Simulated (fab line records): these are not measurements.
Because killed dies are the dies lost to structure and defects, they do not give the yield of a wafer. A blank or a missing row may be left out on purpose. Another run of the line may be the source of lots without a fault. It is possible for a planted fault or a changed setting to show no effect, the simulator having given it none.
Which tool did it? :: flow nand-harc :: 13 lots, 39 wafers sampled, at 6 steps of a route of 1302

== WHAT THE GAUGES READ, wafer by wafer ==
NHARC_A_SOURCE_PLATE_THK_MEAS_06: measures by ellipsometry.
lot: L834
measured: day 7 16:59
on: film-metro-02
thk-nm (nm): 201.1 200.0 199.4

lot: L836
measured: day 8 11:57
on: film-metro-01
thk-nm (nm): 199.1 200.4 202.2

lot: L837
measured: day 8 20:12
on: film-metro-02
thk-nm (nm): 197.3 197.4 197.5

lot: L839
measured: day 9 14:55
on: film-metro-01
thk-nm (nm): 198.5 199.8 202.4

lot: L840
measured: day 10 07:04
on: film-metro-01
thk-nm (nm): 200.6 200.7 200.0

lot: L842
measured: day 10 22:16
on: film-metro-02
thk-nm (nm): 200.8 199.0 199.3

lot: L844
measured: day 11 22:43
on: film-metro-01
thk-nm (nm): 197.6 197.0 195.9

lot: L845
measured: day 12 06:35
on: film-metro-01
thk-nm (nm): 202.9 202.8 199.3

lot: L846
measured: day 12 13:17
on: film-metro-02
thk-nm (nm): 199.5 199.1 197.5

lot: L849
measured: day 14 01:46
on: film-metro-02
thk-nm (nm): 198.6 199.4 200.4

lot: L855
measured: day 16 15:38
on: film-metro-01
thk-nm (nm): 198.8 199.9 197.1

lot: L856
measured: day 16 15:38
on: film-metro-01
thk-nm (nm): 201.5 203.0 202.3

lot: L857
measured: day 17 01:10
on: film-metro-01
thk-nm (nm): 196.0 196.7 199.8

NHARC_A_ONON_D1_THK_MEAS_02: measures by ellipsometry.
lot: L834
measured: day 7 17:37
on: film-metro-01
thk-nm (nm): 1001 1000 999

lot: L836
measured: day 8 12:38
on: film-metro-02
thk-nm (nm): 992 991 993

lot: L837
measured: day 8 20:51
on: film-metro-01
thk-nm (nm): 999 997 999

lot: L839
measured: day 9 15:33
on: film-metro-02
thk-nm (nm): 992 994 993

lot: L840
measured: day 10 07:44
on: film-metro-02
thk-nm (nm): 990 991 990

lot: L842
measured: day 10 22:56
on: film-metro-01
thk-nm (nm): 988 988 987

lot: L844
measured: day 11 23:23
on: film-metro-01
thk-nm (nm): 1010 1011 1009

lot: L845
measured: day 12 07:16
on: film-metro-02
thk-nm (nm): 999 1000 999

lot: L846
measured: day 12 13:56
on: film-metro-01
thk-nm (nm): 994 996 997

lot: L849
measured: day 14 02:25
on: film-metro-02
thk-nm (nm): 1008 1010 1007

lot: L855
measured: day 16 16:17
on: film-metro-01
thk-nm (nm): 1021 1019 1020

lot: L856
measured: day 16 16:17
on: film-metro-01
thk-nm (nm): 1007 1005 1006

lot: L857
measured: day 17 01:50
on: film-metro-01
thk-nm (nm): 1002 1002 1000

NHARC_A_ONON_D1_THK_MEAS_08: measures by ellipsometry.
lot: L834
measured: day 7 18:46
on: film-metro-02
thk-nm (nm): 994 993 994

lot: L836
measured: day 8 13:46
on: film-metro-02
thk-nm (nm): 1012 1016 1013

lot: L837
measured: day 8 21:59
on: film-metro-01
thk-nm (nm): 998 998 998

lot: L839
measured: day 9 16:40
on: film-metro-01
thk-nm (nm): 1004 1004 1003

lot: L840
measured: day 10 08:52
on: film-metro-02
thk-nm (nm): 966 970 968

lot: L842
measured: day 11 00:13
on: film-metro-01
thk-nm (nm): 1003 1004 1004

lot: L844
measured: day 12 00:31
on: film-metro-01
thk-nm (nm): 593 1014 1016

lot: L845
measured: day 12 08:25
on: film-metro-01
thk-nm (nm): 596 1014 1014

lot: L846
measured: day 12 15:04
on: film-metro-01
thk-nm (nm): 577 998 996

lot: L849
measured: day 14 03:32
on: film-metro-01
thk-nm (nm): 980 980 980

lot: L855
measured: day 16 17:25
on: film-metro-01
thk-nm (nm): 1002 1001 1000

lot: L856
measured: day 16 17:26
on: film-metro-01
thk-nm (nm): 1010 1010 1011

lot: L857
measured: day 17 02:58
on: film-metro-01
thk-nm (nm): 998 1001 997

NHARC_END_SORT_01.
lot: L834
measured: day 24 13:38
on: prober-01
killed-at-array: 55 70 58
killed-at-other: 0 2 1
killed-at-periphery: 4 8 5
killed-dies: 59 80 64
killed-open: 2 2 3
killed-short: 5 2 3

lot: L836
measured: day 24 23:14
on: prober-02
killed-at-array: 84 67 76
killed-at-other: 2 3 1
killed-at-periphery: 6 3 3
killed-dies: 92 73 80
killed-open: 1 2 4
killed-short: 1 1 4

lot: L837
measured: day 26 01:07
on: prober-02
killed-at-array: 48 48 40
killed-at-other: 0 0 0
killed-at-periphery: 2 4 1
killed-dies: 50 52 41
killed-open: 6 0 0
killed-short: 2 1 1

lot: L839
measured: day 26 18:41
on: prober-01
killed-at-array: 79 83 82
killed-at-other: 0 2 1
killed-at-periphery: 2 4 3
killed-dies: 81 89 86
killed-open: 4 8 1
killed-short: 4 1 1

lot: L840
measured: day 28 01:52
on: prober-02
killed-at-array: 79 87 72
killed-at-other: 0 1 1
killed-at-periphery: 5 0 2
killed-dies: 84 88 75
killed-open: 5 6 3
killed-short: 3 2 0

lot: L842
measured: day 27 23:36
on: prober-01
killed-at-array: 48 69 65
killed-at-other: 1 0 0
killed-at-periphery: 8 9 7
killed-dies: 57 78 72
killed-open: 2 7 7
killed-short: 2 3 3

lot: L844
measured: day 28 12:23
on: prober-02
killed-at-array: 674 49 51
killed-at-other: 0 1 0
killed-at-periphery: 3 6 7
killed-dies: 677 56 58
killed-open: 3 2 2
killed-short: 2 2 5

lot: L845
measured: day 29 11:07
on: prober-01
killed-at-array: 675 55 64
killed-at-other: 0 0 0
killed-at-periphery: 2 4 1
killed-dies: 677 59 65
killed-open: 1 0 1
killed-short: 3 3 2

lot: L846
measured: day 29 02:34
on: prober-01
killed-at-array: 674 41 50
killed-at-other: 2 1 1
killed-at-periphery: 1 2 1
killed-dies: 677 44 52
killed-open: 5 2 1
killed-short: 3 2 5

lot: L849
measured: day 30 19:26
on: prober-01
killed-at-array: 36 59 43
killed-at-other: 3 4 3
killed-at-periphery: 1 1 3
killed-dies: 40 64 49
killed-open: 0 0 4
killed-short: 1 3 3

lot: L855
measured: day 33 15:49
on: prober-02
killed-at-array: 62 71 79
killed-at-other: 0 1 3
killed-at-periphery: 2 1 4
killed-dies: 64 73 86
killed-open: 2 6 3
killed-short: 1 2 2

lot: L856
measured: day 33 07:13
on: prober-01
killed-at-array: 40 58 44
killed-at-other: 4 0 1
killed-at-periphery: 7 5 5
killed-dies: 51 63 50
killed-open: 2 2 2
killed-short: 5 8 1

lot: L857
measured: day 34 00:46
on: prober-01
killed-at-array: 59 55 42
killed-at-other: 2 3 1
killed-at-periphery: 1 0 6
killed-dies: 62 58 49
killed-open: 1 2 4
killed-short: 2 2 2

== WHICH TOOL RAN EACH LOT (tool, then ch and the chambers of the sampled wafers, then the start) ==
lot: L834
NHARC_A_ZERO_WELL_RTA_16: rtp-anneal-01 ch 0, day 6 19:30
NHARC_A_ONON_D1_DEP_06: pecvd-onon-03 ch 0, day 7 18:15

lot: L836
NHARC_A_ZERO_WELL_RTA_16: rtp-anneal-02 ch 0, day 7 16:00
NHARC_A_ONON_D1_DEP_06: pecvd-onon-03 ch 0, day 8 13:19

lot: L837
NHARC_A_ZERO_WELL_RTA_16: rtp-anneal-01 ch 0, day 7 21:13
NHARC_A_ONON_D1_DEP_06: pecvd-onon-04 ch 0, day 8 21:32

lot: L839
NHARC_A_ZERO_WELL_RTA_16: rtp-anneal-01 ch 0, day 8 18:57
NHARC_A_ONON_D1_DEP_06: pecvd-onon-02 ch 0, day 9 16:17

lot: L840
NHARC_A_ZERO_WELL_RTA_16: rtp-anneal-02 ch 0, day 9 11:09
NHARC_A_ONON_D1_DEP_06: pecvd-onon-02 ch 0, day 10 08:32

lot: L842
NHARC_A_ZERO_WELL_RTA_16: rtp-anneal-01 ch 0, day 10 02:14
NHARC_A_ONON_D1_DEP_06: pecvd-onon-04 ch 0, day 10 23:49

lot: L844
NHARC_A_ZERO_WELL_RTA_16: rtp-anneal-01 ch 0, day 11 00:34
NHARC_A_ONON_D1_DEP_06: pecvd-onon-04 ch 0, day 12 00:04

lot: L845
NHARC_A_ZERO_WELL_RTA_16: rtp-anneal-01 ch 0, day 11 10:43
NHARC_A_ONON_D1_DEP_06: pecvd-onon-04 ch 0, day 12 07:57

lot: L846
NHARC_A_ZERO_WELL_RTA_16: rtp-anneal-02 ch 0, day 11 14:04
NHARC_A_ONON_D1_DEP_06: pecvd-onon-04 ch 0, day 12 14:33

lot: L849
NHARC_A_ZERO_WELL_RTA_16: rtp-anneal-01 ch 0, day 13 06:07
NHARC_A_ONON_D1_DEP_06: pecvd-onon-02 ch 0, day 14 03:08

lot: L855
NHARC_A_ZERO_WELL_RTA_16: rtp-anneal-01 ch 0, day 15 17:26
NHARC_A_ONON_D1_DEP_06: pecvd-onon-04 ch 0, day 16 16:57

lot: L856
NHARC_A_ZERO_WELL_RTA_16: rtp-anneal-01 ch 0, day 15 21:37
NHARC_A_ONON_D1_DEP_06: pecvd-onon-03 ch 0, day 16 16:55

lot: L857
NHARC_A_ZERO_WELL_RTA_16: rtp-anneal-01 ch 0, day 16 04:49
NHARC_A_ONON_D1_DEP_06: pecvd-onon-04 ch 0, day 17 02:27
- NHARC_A_ZERO_WELL_RTA_16: time 10 s.
- NHARC_A_ONON_D1_DEP_06: target thk 1000 nm.

== AS READ BY THE TOOLS THEMSELVES (means over the sampled wafers that have a number; for cases with no such wafer, the mark the record gives instead) ==
NHARC_A_ZERO_WELL_RTA_16.
lot: L834
tool: rtp-anneal-01
lamp-power-pct (%): 33
lamp_zone_4_pct (%): 33
lamp_zone_6_pct (%): 33
wafer_temp_C_max: 1003.9

lot: L836
tool: rtp-anneal-02
lamp-power-pct (%): 26
lamp_zone_4_pct (%): 26
lamp_zone_6_pct (%): 26
wafer_temp_C_max: 1008.3

lot: L837
tool: rtp-anneal-01
lamp-power-pct (%): 33
lamp_zone_4_pct (%): 33
lamp_zone_6_pct (%): 33
wafer_temp_C_max: 1004.1

lot: L839
tool: rtp-anneal-01
lamp-power-pct (%): 33
lamp_zone_4_pct (%): 33
lamp_zone_6_pct (%): 33
wafer_temp_C_max: 1003.8

lot: L840
tool: rtp-anneal-02
lamp-power-pct (%): 26
lamp_zone_4_pct (%): 26
lamp_zone_6_pct (%): 26
wafer_temp_C_max: 1007.1

lot: L842
tool: rtp-anneal-01
lamp-power-pct (%): 33
lamp_zone_4_pct (%): 33
lamp_zone_6_pct (%): 33
wafer_temp_C_max: 1003.9

lot: L844
tool: rtp-anneal-01
lamp-power-pct (%): 33
lamp_zone_4_pct (%): 33
lamp_zone_6_pct (%): 33
wafer_temp_C_max: 1002.9

lot: L845
tool: rtp-anneal-01
lamp-power-pct (%): 33
lamp_zone_4_pct (%): 33
lamp_zone_6_pct (%): 33
wafer_temp_C_max: 1004.0

lot: L846
tool: rtp-anneal-02
lamp-power-pct (%): 26
lamp_zone_4_pct (%): 26
lamp_zone_6_pct (%): 26
wafer_temp_C_max: 1008.9

lot: L849
tool: rtp-anneal-01
lamp-power-pct (%): 33
lamp_zone_4_pct (%): 33
lamp_zone_6_pct (%): 33
wafer_temp_C_max: 1003.1

lot: L855
tool: rtp-anneal-01
lamp-power-pct (%): 33
lamp_zone_4_pct (%): 33
lamp_zone_6_pct (%): 33
wafer_temp_C_max: 1004.0

lot: L856
tool: rtp-anneal-01
lamp-power-pct (%): 33
lamp_zone_4_pct (%): 33
lamp_zone_6_pct (%): 33
wafer_temp_C_max: 1003.5

lot: L857
tool: rtp-anneal-01
lamp-power-pct (%): 33
lamp_zone_4_pct (%): 33
lamp_zone_6_pct (%): 33
wafer_temp_C_max: 1003.4

NHARC_A_ONON_D1_DEP_06.
lot: L834
tool: pecvd-onon-03
n2o-flow-sccm (sccm): 2001

lot: L836
tool: pecvd-onon-03
n2o-flow-sccm (sccm): 2002

lot: L837
tool: pecvd-onon-04
n2o-flow-sccm (sccm): 2000

lot: L839
tool: pecvd-onon-02
n2o-flow-sccm (sccm): 1994

lot: L840
tool: pecvd-onon-02
n2o-flow-sccm (sccm): 1999

lot: L842
tool: pecvd-onon-04
n2o-flow-sccm (sccm): 1999

lot: L844
tool: pecvd-onon-04
n2o-flow-sccm (sccm): 1998

lot: L845
tool: pecvd-onon-04
n2o-flow-sccm (sccm): 1990

lot: L846
tool: pecvd-onon-04
n2o-flow-sccm (sccm): 2004

lot: L849
tool: pecvd-onon-02
n2o-flow-sccm (sccm): 2000

lot: L855
tool: pecvd-onon-04
n2o-flow-sccm (sccm): 2005

lot: L856
tool: pecvd-onon-03
n2o-flow-sccm (sccm): 2000

lot: L857
tool: pecvd-onon-04
n2o-flow-sccm (sccm): 2001

== THE ANSWER, worked out from the rows above alone ==
Rule: usual is defined by the lots themselves. The widest of any qualifying gaps counts: lots, ordered by their means at a reading, are off when they make up no more than a third of the lots, leave a main group of 4 or more, and stand apart from it by 3 or more times the standard deviation of that group's means. A main group whose means are all the same, to the digits that the tables above print for the reading, isn't used. A lot without any number at a reading at which 4 lots or more have one is off too. Any other lot the step has rows for is counted as sound. The gauges are gone through in route order, then the tools' own readings, and for those a lot's mean is taken as printed above. The first step at which some lot is off is used, and at that step the reading that is off furthest; a lot without a number counts as furthest.
Off: L844, L845, L846, at NHARC_A_ONON_D1_THK_MEAS_08 (thk-nm). For the main group the mean is 997 nm and the standard deviation 13.
A tool fits if, at a process step before that reading, it ran every lot that is off, and no sound lot after the first of them. Not tried: the gauges at NHARC_A_ONON_D1_THK_MEAS_08; whatever is off there is also off at NHARC_END_SORT_01, on other tools, and gauge error can't account for it. Of those tried, none fits.

== WHAT THE SIMULATOR HAD PUT IN ==
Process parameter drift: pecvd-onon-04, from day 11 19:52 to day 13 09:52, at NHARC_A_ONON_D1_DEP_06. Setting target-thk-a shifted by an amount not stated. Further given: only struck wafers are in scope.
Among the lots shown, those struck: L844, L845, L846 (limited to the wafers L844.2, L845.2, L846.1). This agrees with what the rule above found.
